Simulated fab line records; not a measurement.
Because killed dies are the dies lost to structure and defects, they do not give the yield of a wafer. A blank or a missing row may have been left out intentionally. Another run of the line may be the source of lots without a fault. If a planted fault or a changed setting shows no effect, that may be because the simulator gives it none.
Which tool is to blame? | flow n5Finfet | 10 lots, 30 wafers sampled, at 5 steps of a route of 1938

WHAT EACH GAUGE READ, for each wafer
No reading from a measuring or inspecting step in the record can be judged against a usual standard deviation.

EACH LOT AND THE TOOL THAT RAN IT (in order: tool; ch and the chambers of the sampled wafers; start)
lot  | N5_BEOL_M15_ETCH_38                          | N5_MIM_BOT_DEGAS_01         | N5_MIM_TOP_ETCH_ETCH_00          | N5_MIM_BOT_LITHO_DESCUM_10        | N5_PASSIVATION_PROBE_49
L853 | rieDiel-05 ch 1,2,3, day 14 14:58 or earlier | pvdSputter-01, day 14 14:58 | rieMetal-02 ch 0, day 14 16:16   | rieDiel-04 ch 1,3, day 14 17:02   | -
L854 | rieDiel-06 ch 0,1, day 14 23:40 or earlier   | pvdSputter-01, day 14 23:40 | rieMetal-02 ch 0,1, day 15 02:25 | rieDiel-04 ch 0,1,3, day 15 03:11 | -
L855 | rieDiel-05 ch 1,2, day 15 03:49 or earlier   | pvdSputter-03, day 15 03:49 | rieMetal-02 ch 0,1, day 15 07:23 | rieDiel-01 ch 1,3, day 15 08:04   | prober-02, day 15 18:37
L857 | rieDiel-02 ch 0,2,3, day 16 04:28 or earlier | pvdSputter-02, day 16 04:28 | rieMetal-02 ch 0,1, day 16 06:02 | rieDiel-03 ch 0,2,3, day 16 06:58 | -
L858 | rieDiel-06 ch 0,2, day 16 05:56 or earlier   | pvdSputter-03, day 16 05:56 | rieMetal-02 ch 0,1, day 16 09:43 | rieDiel-04 ch 0,2, day 16 10:38   | prober-02, day 16 21:41
L861 | rieDiel-02 ch 0,1,3, day 17 02:19 or earlier | pvdSputter-03, day 17 02:19 | rieMetal-02 ch 0,1, day 17 07:10 | rieDiel-03 ch 1,2,3, day 17 08:22 | prober-02, day 17 17:51
L868 | rieDiel-02 ch 0,2,3, day 18 17:26 or earlier | pvdSputter-03, day 18 17:26 | rieMetal-03 ch 0,1, day 18 22:22 | rieDiel-03 ch 0,3, day 18 23:01   | -
L871 | rieDiel-06 ch 0,3, day 19 07:08 or earlier   | pvdSputter-02, day 19 07:08 | rieMetal-01 ch 0,1, day 19 09:10 | rieDiel-03 ch 0,2, day 19 10:51   | -
L872 | rieDiel-02 ch 0,3, day 19 16:04 or earlier   | pvdSputter-03, day 19 16:04 | rieMetal-02 ch 0,1, day 19 18:06 | rieDiel-01 ch 2,3, day 19 18:55   | -
L873 | rieDiel-06 ch 0,2,3, day 19 16:31 or earlier | pvdSputter-03, day 19 16:31 | rieMetal-03 ch 0,1, day 19 18:11 | rieDiel-04 ch 0,2, day 19 18:56   | -
- N5_BEOL_M15_ETCH_38: etches SiCN in CF4/N2, target depth 106.4 nm, time 120.5 s.
- N5_MIM_BOT_DEGAS_01: time 60 s.
- N5_MIM_TOP_ETCH_ETCH_00: etches TiN in Cl2/BCl3, target depth 38.5 nm.
- N5_MIM_BOT_LITHO_DESCUM_10: chemistry O2, time 7.9 s.
- N5_PASSIVATION_PROBE_49

WHAT THE TOOLS THEMSELVES READ (means of the sampled wafers that have a number; where no wafer has one, the mark that the record gives instead)
N5_BEOL_M15_ETCH_38. Usual: biasW 69.99 W, standard deviation 0.2; cf4FlowSccm 60.02 sccm, standard deviation 0.18; drypumpMotorCurrentA 5.7 A, standard deviation 0.49; mfcArSccm 100.02 sccm, standard deviation 0.28; oesProductAu 0.81 a.u., standard deviation 0.076; rfVppV 382.2 V, standard deviation 2.2; showerheadPlenumPTorr 2.20 Torr, standard deviation 0.087; throttleValvePct 15.5 %, standard deviation 0.33.
lot  | tool       | biasW (W) | cf4FlowSccm (sccm) | drypumpMotorCurrentA (A) | mfcArSccm (sccm) | oesProductAu (a.u.) | rfVppV (V) | showerheadPlenumPTorr (Torr) | throttleValvePct (%) | flag
L853 | rieDiel-05 | 70.06     | 59.95              | 5.6                      | 100.22           | 0.79                | 383.7      | 2.24                         | 15.4                 | 
L854 | rieDiel-06 | 69.86     | 60.09              | 6.1                      | 99.88            | 0.72                | 379.8      | 2.12                         | 15.8                 | 
L855 | rieDiel-05 | 69.86     | 60.06              | 5.8                      | 100.33           | 0.87                | 383.0      | 2.26                         | 15.4                 | 
L857 | rieDiel-02 | 69.71     | 59.91              | 5.5                      | 100.19           | 0.83                | 381.8      | 2.20                         | 15.4                 | 
L858 | rieDiel-06 | 69.84     | 59.91              | 5.5                      | 99.91            | 0.76                | 379.6      | 2.09                         | 15.7                 | 
L861 | rieDiel-02 | 70.12     | 60.06              | 6.0                      | 100.00           | 0.83                | 383.9      | 2.26                         | 15.3                 | 
L868 | rieDiel-02 | 69.79     | 59.80              | 5.5                      | 100.01           | 0.80                | 381.2      | 2.19                         | 15.4                 | 
L871 | rieDiel-06 | 69.90     | 59.73              | 5.8                      | 99.98            | 0.85                | 382.2      | 2.24                         | 15.5                 | 
L872 | rieDiel-02 | 70.08     | 59.96              | 5.5                      | 99.71            | 0.82                | 383.0      | 2.23                         | 15.5                 | 
L873 | rieDiel-06 | 70.01     | 59.96              | 5.8                      | 99.89            | 0.80                | 381.5      | 2.19                         | 15.6                 | 

N5_MIM_BOT_DEGAS_01. Usual: heaterPowerW reads 435 W (standard deviation 52).
lot  | tool          | heaterPowerW (W) | flag
L853 | pvdSputter-01 | 440              | 
L854 | pvdSputter-01 | 450              | 
L855 | pvdSputter-03 | 391              | 
L857 | pvdSputter-02 | 445              | 
L858 | pvdSputter-03 | 388              | 
L861 | pvdSputter-03 | 421              | 
L868 | pvdSputter-03 | 432              | 
L871 | pvdSputter-02 | 441              | 
L872 | pvdSputter-03 | 388              | 
L873 | pvdSputter-03 | 387              | 

N5_MIM_TOP_ETCH_ETCH_00. Usual: biasW 126.1 W, standard deviation 0.38; drypumpMotorCurrentA 5.4 A, standard deviation 0.39; mfcArSccm 25.00 sccm, standard deviation 0.074; oesProductAu 0.80 a.u., standard deviation 0.051; throttleValvePct 22.63 %, standard deviation 0.26.
lot  | tool        | biasW (W) | drypumpMotorCurrentA (A) | mfcArSccm (sccm) | oesProductAu (a.u.) | throttleValvePct (%) | flag
L853 | rieMetal-02 | 126.1     | 5.9                      | 24.97            | 0.74                | 22.24                | 
L854 | rieMetal-02 | 125.8     | 5.6                      | 25.03            | 0.78                | 22.40                | 
L855 | rieMetal-02 | 126.0     | 5.4                      | 25.01            | 0.81                | 22.58                | 
L857 | rieMetal-02 | 125.9     | 5.4                      | 25.00            | 0.81                | 22.58                | 
L858 | rieMetal-02 | 103.7     | 5.4                      | 24.93            | 0.76                | 22.59                | OFF
L861 | rieMetal-02 | 114.6     | 5.6                      | 24.95            | 0.75                | 22.43                | OFF
L868 | rieMetal-03 | 125.8     | 5.3                      | 25.01            | 0.77                | 22.72                | 
L871 | rieMetal-01 | 126.1     | 5.1                      | 25.06            | 0.84                | 22.94                | 
L872 | rieMetal-02 | 126.0     | 5.6                      | 25.03            | 0.75                | 22.43                | 
L873 | rieMetal-03 | 125.9     | 5.2                      | 24.98            | 0.76                | 22.73                | 

N5_MIM_BOT_LITHO_DESCUM_10. Usual: drypumpMotorCurrentA 5.9 A, standard deviation 0.48; oesProductAu 0.80 a.u., standard deviation 0.088; rfVppV 243.3 V, standard deviation 1.5; showerheadPlenumPTorr 2.11 Torr, standard deviation 0.089; throttleValvePct 20.4 %, standard deviation 0.37.
lot  | tool       | drypumpMotorCurrentA (A) | oesProductAu (a.u.) | rfVppV (V) | showerheadPlenumPTorr (Torr) | throttleValvePct (%) | flag
L853 | rieDiel-04 | 6.0                      | 0.85                | 243.2      | 2.16                         | 20.1                 | 
L854 | rieDiel-04 | 5.9                      | 0.79                | 243.9      | 2.14                         | 20.4                 | 
L855 | rieDiel-01 | 5.8                      | 0.83                | 242.2      | 2.03                         | 20.2                 | 
L857 | rieDiel-03 | 5.8                      | 0.84                | 244.1      | 2.13                         | 20.2                 | 
L858 | rieDiel-04 | 5.9                      | 0.78                | 242.6      | 2.15                         | 20.9                 | 
L861 | rieDiel-03 | 5.7                      | 0.81                | 242.0      | 2.09                         | 20.1                 | 
L868 | rieDiel-03 | 6.2                      | 0.86                | 244.3      | 2.16                         | 20.2                 | 
L871 | rieDiel-03 | 5.4                      | 0.74                | 242.2      | 2.07                         | 20.3                 | 
L872 | rieDiel-01 | 6.1                      | 0.77                | 242.4      | 2.01                         | 20.5                 | 
L873 | rieDiel-04 | 5.7                      | 0.81                | 243.6      | 2.19                         | 20.8                 | 

N5_PASSIVATION_PROBE_49. Usual: defectLimitedYield 91.5 %, standard deviation 1.4; killed_at_M0_to_M3 34, standard deviation 11; killed_at_M4_up 15, standard deviation 6; killedAtContacts 11, standard deviation 5.9; killedAtFrontEnd 37, standard deviation 11; killedAtOther 3.6, standard deviation 2.9; killedDies 101, standard deviation 17; killedOnRim 13, standard deviation 4; killedOpen 66, standard deviation 12; killedShort 33, standard deviation 7.8; sort_bin_5_function 5.0 %, standard deviation 0.97; sort_bin_6_memory 3.2 %, standard deviation 0.65; sort_bin_8_speed 0.02 %, standard deviation 0.2; sortNPass 1079, standard deviation 17; sortYieldPct 91.4 %, standard deviation 1.4.
lot  | tool      | defectLimitedYield (%) | killed_at_M0_to_M3 | killed_at_M4_up | killedAtContacts | killedAtFrontEnd | killedAtOther | killedDies | killedOnRim | killedOpen | killedShort | sort_bin_5_function (%) | sort_bin_6_memory (%) | sort_bin_8_speed (%) | sortNPass | sortYieldPct (%) | flag
L855 | prober-02 | 93.0                   | 24                 | 16              | 7                | 35               | 0.3           | 82         | 11          | 55         | 24          | 3.9                     | 2.8                   | 0.00                 | 1098      | 93.0             | 
L858 | prober-02 | 91.6                   | 37                 | 18              | 7                | 33               | 4.3           | 99         | 11          | 69         | 27          | 4.9                     | 3.3                   | 0.00                 | 1081      | 91.6             | 
L861 | prober-02 | 93.1                   | 26                 | 14              | 8                | 31               | 2.7           | 82         | 10          | 53         | 27          | 4.2                     | 2.4                   | 0.00                 | 1098      | 93.1             | 

THE ANSWER, worked out from the rows above alone
Rule: a lot is off if the mean of its wafers that have a number lies more than 3 standard deviations from the usual mean. A lot without any number at a reading at which 4 lots or more have one is off too. Any other lot the step has rows for is counted as sound. Order of review: gauges by route order, followed by the tools' own readings, for which a lot's mean as printed above is used. The first step at which some lot is off is used, and at that step the reading that is off furthest; a lot without a number counts as furthest.
Off at N5_MIM_TOP_ETCH_ETCH_00 (biasW): L858, L861.
A tool fits if, at that step or a process step before it, it ran every lot that is off, and no sound lot after the first of them. Because N5_BEOL_M15_ETCH_38 lacks a start for some lots, the hours and order of its lots are taken from N5_MIM_BOT_DEGAS_01. Of those tried, none fits.

WHAT THE SIMULATOR HAD PUT IN
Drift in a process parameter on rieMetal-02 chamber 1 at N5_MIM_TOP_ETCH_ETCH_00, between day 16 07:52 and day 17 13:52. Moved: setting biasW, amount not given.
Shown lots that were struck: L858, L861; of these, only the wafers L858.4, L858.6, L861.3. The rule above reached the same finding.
